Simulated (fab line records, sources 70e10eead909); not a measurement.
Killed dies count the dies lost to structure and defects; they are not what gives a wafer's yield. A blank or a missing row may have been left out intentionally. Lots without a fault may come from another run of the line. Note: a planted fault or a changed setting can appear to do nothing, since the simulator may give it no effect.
fab line records -- flow nandHarc
[record] lots = 12, wafers = 36, lastDay = 33
route steps=1302 shown A_ONON_D1@437 A_CHANNEL_HOLE_D1@479 A_CHANNEL_FILL_D1@494 END@1302
lots untouched by any fault: they come from a run of this same line in which no faults occurred
startH: the number of hours between the record's first day and the start of the first shown wafer of the lot -- waitH: time in hours since the lot's previous step -- " same as the row above -- L1.1+2: a row that stands for several wafers -- - value missing, or start not given -- * or withheld: withheld -- < > ~ a bound
route shown NAME@n: a module of which the file shows steps, and the number in the route of the first -- usual: mean/standard deviation taken from wafers without a fault -- same: alike in all rows -- chamber/n: place in a boat -- sites: readings site by site -- _std_site: standard deviation of those values -- _edge_site: inner sites' mean taken away from outer sites' mean -- radiusMm: how far each site lies from the wafer's centre -- mask NAME#n: copy n -- behind: tool/chamber where the wafer was last shaped -- hold: the reason the lot was held/the length of the hold in hours/how it ended -- device: whichever transistor did not switch (one of n, p or np) -- end of line: the same wafers' tests at the end of the route -- a step given without rows: its recipe and nothing more -- killed: dies that structure and defects cost at the first sort, which is not the same as the wafer's yield -- map: the dies of a wafer, with x for killed, . for not killed, _ for no die there
set.NAME: setting as actually run; set.NAME@STEP: the setting as run at that earlier step -- model.NAME: the simulator's own value behind a step, which no gauge read
the route's steps for a sample of lots (tables are steps, rows are wafers)
services: from which hour (startH, from the record's first day; less than 0 if before it) a tool's chamber was out of use, for how many hours, and why
[[steps]]
[step NHARC_A_ONON_D1_THK_MEAS_18]
[recipe] thkMeasGauge = ellipsometry
[usual] thkNm = 1001/10
lot.wafer,tool,chamber,startH,waitH,thkNm
L125.1,filmMetro-02,-,178.92,-,995
L125.4,filmMetro-02,-,178.92,-,996
L125.6,filmMetro-02,-,178.92,-,994
L127.1,filmMetro-01,-,201.12,-,1000
L127.2,filmMetro-01,-,201.12,-,1000
L127.3,filmMetro-01,-,201.12,-,999
L130.1,filmMetro-01,-,241.10,-,1017
L130.2,filmMetro-01,-,241.10,-,1016
L130.4,filmMetro-01,-,241.10,-,1019
L131.1,filmMetro-02,-,241.10,-,1000
L131.3,filmMetro-02,-,241.10,-,1000
L131.5,filmMetro-02,-,241.10,-,999
L132.2,filmMetro-02,-,253.73,-,1011
L132.4,filmMetro-02,-,253.73,-,1014
L132.5,filmMetro-02,-,253.73,-,1011
L133.1,filmMetro-02,-,267.75,-,993
L133.2,filmMetro-02,-,267.75,-,993
L133.4,filmMetro-02,-,267.75,-,993
L138.3,filmMetro-02,-,309.62,-,998
L138.5,filmMetro-02,-,309.62,-,999
L138.6,filmMetro-02,-,309.62,-,999
L139.2,filmMetro-01,-,330.78,-,1009
L139.4,filmMetro-01,-,330.78,-,1011
L139.5,filmMetro-01,-,330.78,-,1010
L142.1,filmMetro-01,-,350.11,-,982
L142.4,filmMetro-01,-,350.11,-,985
L142.6,filmMetro-01,-,350.11,-,984
L143.4,filmMetro-02,-,360.01,-,1011
L143.5,filmMetro-02,-,360.01,-,1010
L143.6,filmMetro-02,-,360.01,-,1010
L144.1,filmMetro-02,-,371.32,-,998
L144.3,filmMetro-02,-,371.32,-,999
L144.6,filmMetro-02,-,371.32,-,999
L145.3,filmMetro-01,-,375.03,-,1008
L145.4,filmMetro-01,-,375.03,-,1009
L145.5,filmMetro-01,-,375.03,-,1010
[step NHARC_A_CHANNEL_HOLE_D1_ETCH_33]
[recipe] biasV = 400, sourceW = 2000, pressureMtorr = 25, timeS = 90, arFlowSccm = 375, c4f8FlowSccm = 41.7, o2FlowSccm = 83.3, tempC = -20, targetDepthA = 4000, chemistry = C4F8/O2/Ar
[usual] drypumpMotorCurrentA = 6.0/0.31, showerheadPlenumPTorr = 3.60/0.14, throttleValvePct = 27.620/0.0091
lot.wafer,tool,chamber,startH,waitH,drypumpMotorCurrentA,rfHoursCounterH,showerheadPlenumPTorr,throttleValvePct
L125.1,harEtch-02,1,190.93,0.2,6.3,302,3.50,27.608
L125.4,harEtch-02,0,190.93,0.2,5.6,-,3.48,27.605
L125.6,harEtch-02,0,190.93,0.2,5.6,-,3.48,27.625
L127.2,harEtch-01,1,221.02,0.2,6.3,106,3.59,27.622
L127.1,harEtch-01,0,221.02,0.2,5.7,106,3.76,27.631
L127.3,harEtch-01,0,221.02,0.2,5.7,-,3.76,27.642
L131.1,harEtch-02,1,252.08,0.2,6.3,336,3.48,27.619
L131.3,harEtch-02,1,252.08,0.2,6.3,-,3.48,27.633
L131.5,harEtch-02,1,252.08,0.2,6.3,-,3.48,27.631
L130.2,harEtch-01,0,252.46,0.2,5.7,122,3.75,27.618
L130.1,harEtch-01,1,252.46,0.2,6.2,122,3.58,27.614
L130.4,harEtch-01,1,252.46,0.2,6.2,-,3.58,27.633
L132.2,harEtch-02,0,268.10,0.2,5.5,344,3.46,27.616
L132.4,harEtch-02,0,268.10,0.2,5.6,-,3.46,27.631
L132.5,harEtch-02,0,268.10,0.2,5.5,-,3.46,27.632
L133.2,harEtch-01,0,282.45,0.2,5.7,137,3.75,27.622
L133.1,harEtch-01,1,282.45,0.2,6.2,137,3.58,27.608
L133.4,harEtch-01,1,282.45,0.2,6.3,-,3.58,27.628
L138.3,harEtch-02,0,321.69,0.2,5.5,-,3.44,27.622
L138.5,harEtch-02,0,321.69,0.2,5.5,-,3.44,27.608
L138.6,harEtch-02,1,321.69,0.2,6.3,-,3.46,27.609
L139.2,harEtch-01,0,341.64,0.2,5.7,172,3.73,27.627
L139.4,harEtch-01,0,341.64,0.2,5.7,-,3.73,27.623
L139.5,harEtch-01,0,341.64,0.2,5.7,-,3.73,27.610
L142.1,harEtch-01,0,360.99,0.2,5.7,187,3.72,27.608
L142.4,harEtch-01,0,360.99,0.2,5.7,-,3.72,27.616
L142.6,harEtch-01,1,360.99,0.2,6.3,-,3.55,27.618
L143.4,harEtch-01,0,370.98,0.2,5.7,-,3.71,27.624
L143.6,harEtch-01,1,370.98,0.2,6.2,-,3.54,27.620
L143.5,harEtch-01,0,370.98,0.2,5.7,-,3.71,27.604
L144.1,harEtch-01,0,382.45,0.2,5.7,202,3.71,27.629
L144.3,harEtch-01,1,382.45,0.2,6.3,-,3.54,27.631
L144.6,harEtch-01,0,382.45,0.2,5.7,-,3.71,27.626
L145.3,harEtch-01,0,396.27,0.2,5.7,-,3.70,27.629
L145.4,harEtch-01,1,396.27,0.2,6.2,-,3.53,27.618
L145.5,harEtch-01,1,396.27,0.2,6.2,-,3.53,27.621
[step NHARC_A_CHANNEL_FILL_D1_ALD_14]
[recipe] targetThkA = 25, pulseTimeS = 10, aldCycles = 25, tempC = 300, material = SiO2
[usual] aldCycles = 25/0, heaterPowerW = 458/31, precursorPulseHeightRel = 1.003/0.02
lot.wafer,tool,chamber,startH,waitH,aldCycles,heaterPowerW,precursorPulseHeightRel
L125.4,aldHk-04,2,199.89,0.1,25,482,1.018
L125.1,aldHk-04,3,199.89,0.1,25,466,1.004
L125.6,aldHk-04,1,199.89,0.1,25,475,1.012
L127.2,aldHk-03,1,230.70,0.0,25,504,0.994
L127.1,aldHk-03,3,230.70,0.0,25,415,0.988
L127.3,aldHk-03,0,230.70,0.0,25,401,1.030
L130.2,aldHk-03,1,260.97,0.0,25,491,0.967
L130.4,aldHk-03,3,260.97,0.0,25,426,1.057
L130.1,aldHk-03,0,260.97,0.0,25,399,0.956
L131.3,aldHk-02,3,261.04,0.1,25,445,1.021
L131.1,aldHk-02,0,261.04,0.1,25,453,1.024
L131.5,aldHk-02,2,261.04,0.1,25,468,0.990
L132.4,aldHk-04,0,277.16,0.1,25,416,1.022
L132.2,aldHk-04,1,277.16,0.1,25,485,1.004
L132.5,aldHk-04,2,277.16,0.1,25,493,1.014
L133.2,aldHk-03,1,291.55,0.0,25,508,1.021
L133.1,aldHk-03,2,291.55,0.0,25,437,1.000
L133.4,aldHk-03,3,291.55,0.0,25,413,0.969
L138.3,aldHk-03,0,331.08,0.1,25,404,1.004
L138.6,aldHk-03,2,331.08,0.1,19,421,1.044
L138.5,aldHk-03,3,331.08,0.1,25,441,0.991
L139.4,aldHk-03,1,350.60,0.0,25,505,1.000
L139.2,aldHk-03,2,350.60,0.0,19,427,0.995
L139.5,aldHk-03,1,350.60,0.0,25,497,1.031
L142.1,aldHk-04,1,370.59,0.0,25,504,0.985
L142.4,aldHk-04,0,370.59,0.0,25,444,0.968
L142.6,aldHk-04,1,370.59,0.0,25,507,1.004
L143.4,aldHk-02,0,380.63,0.1,25,455,1.026
L143.6,aldHk-02,3,380.63,0.1,25,462,1.016
L143.5,aldHk-02,0,380.63,0.1,25,438,0.955
L144.3,aldHk-04,3,391.43,0.0,25,476,1.007
L144.1,aldHk-04,0,391.43,0.0,25,447,1.010
L144.6,aldHk-04,3,391.43,0.0,25,484,0.977
L145.3,aldHk-04,3,405.12,0.0,25,470,1.016
L145.4,aldHk-04,0,405.12,0.0,25,437,0.988
L145.5,aldHk-04,3,405.12,0.0,25,470,0.992
[step NHARC_A_CHANNEL_FILL_D1_STRIP_29]
[recipe] timeS = 20, o2FlowSccm = 500, arFlowSccm = 0, biasW = 0, chemistry = O2
[usual] drypumpMotorCurrentA = 5.7/0.68, oesProductAu = 0.994/0.011, rfVppV = 57.8/0.99, showerheadPlenumPTorr = 3.52/0.16, throttleValvePct = 17.037/0.0091
lot.wafer,tool,chamber,startH,waitH,drypumpMotorCurrentA,oesProductAu,rfHoursCounterH,rfVppV,showerheadPlenumPTorr,throttleValvePct
L125.4,rieDiel-05,2,-,-,6.3,0.990,0.1,57.9,3.66,17.034
L125.1,rieDiel-05,3,-,-,6.1,1.005,0.1,58.8,3.65,17.033
L125.6,rieDiel-05,3,-,-,6.1,0.998,-,59.1,3.65,17.029
L127.3,rieDiel-05,2,-,-,6.4,0.993,1.5,58.6,3.66,17.033
L127.2,rieDiel-05,3,-,-,6.2,0.995,1.5,59.4,3.65,17.048
L127.1,rieDiel-05,0,-,-,6.0,0.988,1.4,56.7,3.56,17.038
L130.1,rieDiel-01,1,-,-,5.2,0.991,5.3,58.5,3.77,17.030
L130.4,rieDiel-01,2,-,-,5.9,1.005,5.3,60.5,3.77,17.038
L130.2,rieDiel-01,3,-,-,4.8,1.008,4.3,57.7,3.60,17.027
L131.3,rieDiel-06,3,-,-,4.9,1.004,10.5,56.6,3.32,17.040
L131.1,rieDiel-06,2,-,-,6.0,0.992,9.7,56.7,3.47,17.046
L131.5,rieDiel-06,3,-,-,4.9,0.996,-,55.7,3.32,17.048
L132.4,rieDiel-01,3,-,-,4.8,1.003,5.4,57.7,3.60,17.038
L132.2,rieDiel-01,1,-,-,5.2,0.993,6.0,60.3,3.77,17.028
L132.5,rieDiel-01,3,-,-,4.8,0.999,-,58.0,3.60,17.051
L133.1,rieDiel-01,1,-,-,5.1,0.984,6.1,60.2,3.77,17.022
L133.2,rieDiel-01,3,-,-,4.7,0.994,5.5,59.0,3.60,17.025
L133.4,rieDiel-01,0,-,-,4.8,0.990,5.3,56.4,3.39,17.037
L138.3,rieDiel-06,2,-,-,6.0,1.011,3.2,58.5,3.47,17.036
L138.5,rieDiel-06,2,-,-,6.0,1.018,-,58.5,3.47,17.027
L138.6,rieDiel-06,3,-,-,4.9,0.994,-,57.1,3.32,17.043
L139.2,rieDiel-06,0,-,-,6.8,0.985,4.6,57.2,3.39,17.053
L139.4,rieDiel-06,1,-,-,6.2,0.976,4.5,56.8,3.30,17.039
L139.5,rieDiel-06,0,-,-,6.8,0.992,-,56.0,3.39,17.057
L142.4,rieDiel-06,0,-,-,6.8,0.986,5.5,57.1,3.39,17.031
L142.1,rieDiel-06,1,-,-,6.3,0.995,5.2,56.3,3.30,17.034
L142.6,rieDiel-06,0,-,-,6.8,0.989,-,57.6,3.39,17.050
L143.4,rieDiel-01,3,-,-,4.7,0.998,0.8,58.4,3.59,17.041
L143.6,rieDiel-01,0,-,-,4.8,0.987,-,57.2,3.38,17.051
L143.5,rieDiel-01,1,-,-,5.2,0.989,-,59.5,3.76,17.022
L144.3,rieDiel-06,3,427.11,0.1,4.9,0.994,6.3,57.0,3.32,17.028
L144.1,rieDiel-06,2,427.11,0.1,6.0,1.011,5.9,58.4,3.47,17.033
L144.6,rieDiel-06,3,427.11,0.1,4.9,1.011,-,58.1,3.32,17.036
L145.3,rieDiel-01,3,440.07,0.1,4.8,1.007,3.1,58.2,3.59,17.052
L145.4,rieDiel-01,2,440.07,0.1,5.9,1.001,2.5,59.3,3.77,17.027
L145.5,rieDiel-01,0,440.07,0.1,4.8,0.984,-,58.3,3.38,17.031
[step NHARC_END_SORT_01]
[recipe] tempC = 25
[usual] killedAtArray = 57/20, killedAtOther = 1.3/1.4, killedAtPeriphery = 3.4/2.4, killedDies = 61/19, killedOpen = 2.9/1.8, killedShort = 2.5/1.6
[same] grossDies = 677
lot.wafer,tool,chamber,startH,waitH,killedAtArray,killedAtOther,killedAtPeriphery,killedDies,killedOpen,killedShort
L138.3,prober-01,0,706.76,3.1,64,1,0,65,0,2
L138.5,prober-01,0,708.39,3.7,63,2,1,66,4,1
L143.4,prober-01,0,772.92,3.4,68,0,2,70,1,2
L143.5,prober-01,0,773.71,3.6,57,0,1,58,3,0
L143.6,prober-01,0,774.49,3.9,62,2,2,66,0,4
// killed by level:class
L138.3 A_CHANNEL_HOLE_D1:chamberFilmFlake=32 A_CHANNEL_HOLE_D2:chamberFilmFlake=20 A_SLIT:chamberFilmFlake=5 A_CHANNEL_FILL_D2:chamberFilmFlake=2 A_CONTACT:chamberFilmFlake=2 A_CHANNEL_FILL_D1:geometricParticle:short=1 A_WL_FILL:geometricParticle:short=1 A_STAIRCASE:chamberFilmFlake=1
L138.5 A_CHANNEL_HOLE_D1:chamberFilmFlake=37 A_CHANNEL_HOLE_D2:chamberFilmFlake=19 THIN_TSV:chamberFilmFlake=2 A_CHANNEL_FILL_D1:geometricParticle:open=1 A_CHANNEL_FILL_D2:geometricParticle:open=1 A_WL_FILL:geometricParticle:open=1 A_CONTACT:geometricParticle:open=1 A_BLC:geometricParticle:short=1
L143.4 A_SLIT:chamberFilmFlake=23 A_CHANNEL_HOLE_D2:chamberFilmFlake=20 A_CHANNEL_HOLE_D1:chamberFilmFlake=10 A_STAIRCASE:chamberFilmFlake=4 A_BONDPAD:chamberFilmFlake=3 A_WL_FILL:geometricParticle:short=2 A_WL_FILL:chamberFilmFlake=2 A_CONTACT:chamberFilmFlake=2
L143.5 A_SLIT:chamberFilmFlake=24 A_CHANNEL_HOLE_D2:chamberFilmFlake=14 A_CHANNEL_HOLE_D1:chamberFilmFlake=7 A_DECK1_JOINT:chamberFilmFlake=3 A_WL_FILL:chamberFilmFlake=3 A_CONTACT:chamberFilmFlake=3 A_ONON_D1:geometricParticle:open=1 A_BLC:geometricParticle:open=1
L143.6 A_SLIT:chamberFilmFlake=27 A_CHANNEL_HOLE_D2:chamberFilmFlake=15 A_CHANNEL_HOLE_D1:chamberFilmFlake=6 A_STAIRCASE:chamberFilmFlake=4 A_WL_FILL:geometricParticle:short=2 P_GATE:chamberFilmFlake=2 A_CHANNEL_FILL_D1:chamberFilmFlake=2 A_DECK1_JOINT:chamberFilmFlake=2
[[services]]
tool,chamber,startH,hours,kind
rieDiel-05,1,168.02,8.7,repair
aldHk-02,-,173.00,10.0,pm
rieDiel-01,1,189.41,6.4,repair
rieDiel-06,2,194.01,7.6,repair
rieDiel-01,-,203.80,9.0,pm
rieDiel-05,-,203.84,0.3,repair
aldHk-03,-,212.00,10.0,pm
rieDiel-06,3,223.55,5.2,repair
rieDiel-05,-,229.60,9.0,pm
aldHk-02,-,279.26,3.3,repair
rieDiel-05,0,287.59,28.2,repair
rieDiel-06,2,301.49,2.9,repair
rieDiel-06,-,307.20,9.0,pm
rieDiel-05,3,308.68,3.8,repair
rieDiel-05,1,315.49,12.2,repair
aldHk-02,-,328.99,1.2,repair
rieDiel-01,2,343.57,7.3,repair
rieDiel-06,-,349.61,1.8,repair
rieDiel-01,1,374.82,8.1,repair
harEtch-02,-,380.62,17.0,pm
rieDiel-01,-,380.80,9.0,pm
aldHk-03,-,390.00,10.0,pm
rieDiel-06,1,420.84,8.7,repair
rieDiel-01,0,437.22,2.7,repair
[[key]]
[firstSign] step = NHARC_A_CHANNEL_FILL_D1_ALD_14, reading = aldCycles, direction = down, sigmas = 99+, usual = 25, struck = 19
effect none on later readings
metAt NHARC_A_CHANNEL_FILL_D1_ALD_14
struckLots L138,L139
struckWafers L138.6,L139.2
testerLeftOut L138,L139
notActingAt NHARC_A_ONON_D1_THK_MEAS_18,NHARC_A_CHANNEL_HOLE_D1_ETCH_33,NHARC_A_CHANNEL_FILL_D1_STRIP_29
onsetBetween 291.55 331.08
[fault] kind = processParameterDrift, tool = aldHk-03, chamber = 2, onsetH = 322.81, steps = NHARC_A_CHANNEL_FILL_D1_ALD_14, channel = aldCycles, offset = -6, shape = step, endH = 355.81, actsIn = theseRecipesOnly, stated = 25
// testerLeftOut: of these lots the tester's yield and bins aren't shown, on N5 and GAA mostly nor the transistor test; their killed dies are dies lost to structure and defects alone, not to doping, threshold or leakage, so they don't give the yield
